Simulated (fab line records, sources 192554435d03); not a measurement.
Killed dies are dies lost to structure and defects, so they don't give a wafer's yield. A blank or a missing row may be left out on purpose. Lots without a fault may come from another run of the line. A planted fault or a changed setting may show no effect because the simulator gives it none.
Chamber matching | flow n5_finfet | N5_FIN_SAQP_HM_OPEN_33 on rie_diel-03: 4 sister chambers
The step chemistry CH3F/O2, target SiNx, target depth 49.4 nm, time 70.6 s. 24 wafers are shown with their chamber, then 12 later ones without.

WAFERS WITH THEIR CHAMBER
wafer  | chamber | showerhead_plenum_p_Torr (Torr) | throttle_valve_pct (%) | drypump_motor_current_A (A)
L074.2 | 3       | 2.06                            | 16.61                  | 5.7
L074.3 | 0       | 2.07                            | 16.45                  | 6.3
L074.5 | 1       | 1.96                            | 15.94                  | 4.9
L075.1 | 3       | 2.06                            | 16.61                  | 5.8
L075.3 | 0       | 2.07                            | 16.47                  | 6.2
L075.5 | 0       | 2.07                            | 16.48                  | 6.2
L076.1 | 3       | 2.06                            | 16.61                  | 5.8
L076.4 | 2       | 1.92                            | 16.49                  | 5.7
L076.6 | 0       | 2.07                            | 16.45                  | 6.2
L077.2 | 3       | 2.05                            | 16.63                  | 5.8
L077.5 | 1       | 1.96                            | 15.95                  | 4.9
L077.6 | 0       | 2.07                            | 16.48                  | 6.2
L080.2 | 3       | 2.05                            | 16.63                  | 5.8
L080.3 | 0       | 2.07                            | 16.48                  | 6.3
L080.4 | 1       | 1.96                            | 15.98                  | 4.8
L082.1 | 1       | 1.96                            | 15.98                  | 4.8
L082.3 | 2       | 1.92                            | 16.50                  | 5.8
L082.6 | 2       | 1.92                            | 16.53                  | 5.8
L084.2 | 0       | 2.07                            | 16.50                  | 6.3
L084.5 | 2       | 1.92                            | 16.51                  | 5.7
L084.6 | 1       | 1.96                            | 15.97                  | 4.8
L086.2 | 3       | 2.05                            | 16.68                  | 5.8
L086.4 | 0       | 2.06                            | 16.52                  | 6.2
L086.6 | 1       | 1.96                            | 15.98                  | 4.8

SIGNATURES (means of the wafers above)
reading                  | chamber 0 | chamber 1 | chamber 2 | chamber 3 | scatter within a chamber
showerhead_plenum_p_Torr | 2.0687    | 1.9600    | 1.9200    | 2.0550    | 0.00345
throttle_valve_pct       | 16.4787   | 15.9667   | 16.5075   | 16.6283   | 0.0223
drypump_motor_current_A  | 6.237     | 4.833     | 5.750     | 5.783     | 0.0502
Rule: a wafer's distance from a chamber is the root of the sum, over the readings, of the square of ((its reading less the chamber's mean) divided by the reading's scatter). The wafer belongs to the nearest chamber; if the next one is less than 2 further off, it can't be placed. The scatter: the root of (the sum of the squares of (reading less its chamber's mean) over the shown wafers, divided by (wafers less chambers)).

WAFERS WITHOUT THEIR CHAMBER
wafer  | showerhead_plenum_p_Torr (Torr) | throttle_valve_pct (%) | drypump_motor_current_A (A)
L088.1 | 2.06                            | 16.50                  | 6.3
L088.2 | 1.92                            | 16.52                  | 5.8
L088.4 | 2.05                            | 16.66                  | 5.8
L090.2 | 1.92                            | 16.55                  | 5.8
L090.3 | 1.95                            | 15.99                  | 4.8
L090.4 | 1.91                            | 16.53                  | 5.8
L093.4 | 2.06                            | 16.53                  | 6.3
L093.5 | 1.95                            | 16.01                  | 4.8
L093.6 | 2.05                            | 16.22                  | 5.8
L094.2 | 2.05                            | 16.23                  | 5.7
L094.3 | 1.95                            | 16.02                  | 4.8
L094.4 | 2.06                            | 16.53                  | 6.2

WHICH CHAMBER EACH WENT THROUGH
wafer  | from the rows above     | in truth
L088.1 | 0                       | 0
L088.2 | 2                       | 2
L088.4 | 3                       | 3
L090.2 | 2                       | 2
L090.3 | 1                       | 1
L090.4 | 2                       | 2
L093.4 | 0                       | 0
L093.5 | 1                       | 1
L093.6 | 0                       | 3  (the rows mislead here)
L094.2 | can't be placed: 0 or 3 | 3
L094.3 | 1                       | 1
L094.4 | 0                       | 0
Placed correctly: 10 of 12. Can't be placed from these rows: 1 (the true chamber is among the candidates in 1). Placed wrongly: 1.
